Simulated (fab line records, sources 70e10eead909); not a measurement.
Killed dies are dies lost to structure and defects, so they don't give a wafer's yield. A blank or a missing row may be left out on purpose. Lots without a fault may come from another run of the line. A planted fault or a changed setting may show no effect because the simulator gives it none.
A struck lot beside a sound one | flow nand_harc | 14 steps out of a route of 1302
Sound: wafers L210.1, L210.3, L210.6. Struck: wafers L231.1, L231.6. (L231.4 of the same lot was not struck and is left out.) The cause comes at the end.
At each step with rows: each side's tool, then ch and its chambers, then its first start. Under that, the readings that differ: sound wafers | struck wafers | difference of the means | sigmas: that difference in standard deviations of wafers without a fault.
alike: readings whose means differ by less than 2 such deviations, and words and numbers that are the same on both sides. not compared: withheld readings, readings that some wafer has no value for, bounds like >300 that may hide the same value, and numbers for which the record gives no deviation and whose values overlap.
The two part at a step that has a row with sigmas, a row that says differs or no value, or rows on one side only. Numbers that don't overlap but have no deviation are shown without sigmas and don't part them. A reading that every wafer of one side lacks parts them only if that side has two wafers or more.

first, 8 steps without rows for these wafers: NHARC_P_BONDPAD_HMDS_02 (time 30 s); NHARC_P_BONDPAD_COAT_36 (time 65 s); NHARC_P_BONDPAD_COAT_03 (resist thk 600 nm); NHARC_P_BONDPAD_SOFTBAKE_04 (time 70 s); NHARC_P_BONDPAD_EBR_05; NHARC_P_BONDPAD_EXPOSE_06 (exposes mask P BPAD); NHARC_P_BONDPAD_PEB_07 (peb time 80 s); NHARC_P_BONDPAD_DEVELOP_08 (time 50 s).
NHARC_P_BONDPAD_CD_MEAS_09: target cd 500 nm.
  sound on cd_sem-03 ch 0, day 7 02:38; struck on cd_sem-03 ch 0, day 15 17:26
  alike: cd_nm
NHARC_P_BONDPAD_OVL_MEAS_38:
  sound on overlay-02, day 7 02:44; struck on overlay-01, day 15 17:31
  reading           | sound      | struck | difference | sigmas
  overlay_y_nm (nm) | -9 -10 -10 | 5 5    | +15        | +2
  alike: overlay_x_nm
then, 1 step without rows for these wafers: NHARC_P_BONDPAD_HARDBAKE_10 (time 65 s).
NHARC_P_BONDPAD_DESCUM_11: chemistry O2, time 3 s.
  sound on rie_diel-08 ch 0,1,2, day 7 02:52; struck on rie_diel-11 ch 0,3, day 15 17:38
  alike: drypump_motor_current_A, oes_product_au, rf_vpp_V, showerhead_plenum_p_Torr, throttle_valve_pct
  not compared: rf_hours_counter_h
NHARC_P_BONDPAD_ETCH_37: etches the open film in N2/H2, target depth 60 nm, overetch 18 nm, time 65.91 s.
  sound on rie_diel-08 ch 0,2, day 7 02:56; struck on rie_diel-11 ch 0, day 15 17:46
  reading                         | sound             | struck      | difference | sigmas
  rf_vpp_V (V)                    | 428.1 429.1 428.2 | 434.7 435.8 | +6.8       | +3
  run_length_s (s)                | 87.0 87.0 86.9    | 64.9 65.3   | -21.9      | -55
  showerhead_plenum_p_Torr (Torr) | 1.95 1.99 1.95    | 2.18 2.18   | +0.22      | +2
  alike: drypump_motor_current_A, oes_product_au, throttle_valve_pct
  not compared: rf_hours_counter_h
NHARC_P_BONDPAD_ETCH_12: etches the open film in CHF3/O2, target depth 200 nm, time 100 s.
  sound on rie_diel-08 ch 0,1,2; struck on rie_diel-11 ch 0
  reading                     | sound       | struck  | difference | sigmas
  drypump_motor_current_A (A) | 5.4 5.0 5.2 | 6.0 6.1 | +0.8       | +2
  alike: oes_product_au, rf_vpp_V, run_length_s, showerhead_plenum_p_Torr, throttle_valve_pct
  not compared: rf_hours_counter_h

WHERE THEY PART
First at NHARC_P_BONDPAD_OVL_MEAS_38; last, within this record, at NHARC_P_BONDPAD_ETCH_12.

WHY: what the simulator had put in
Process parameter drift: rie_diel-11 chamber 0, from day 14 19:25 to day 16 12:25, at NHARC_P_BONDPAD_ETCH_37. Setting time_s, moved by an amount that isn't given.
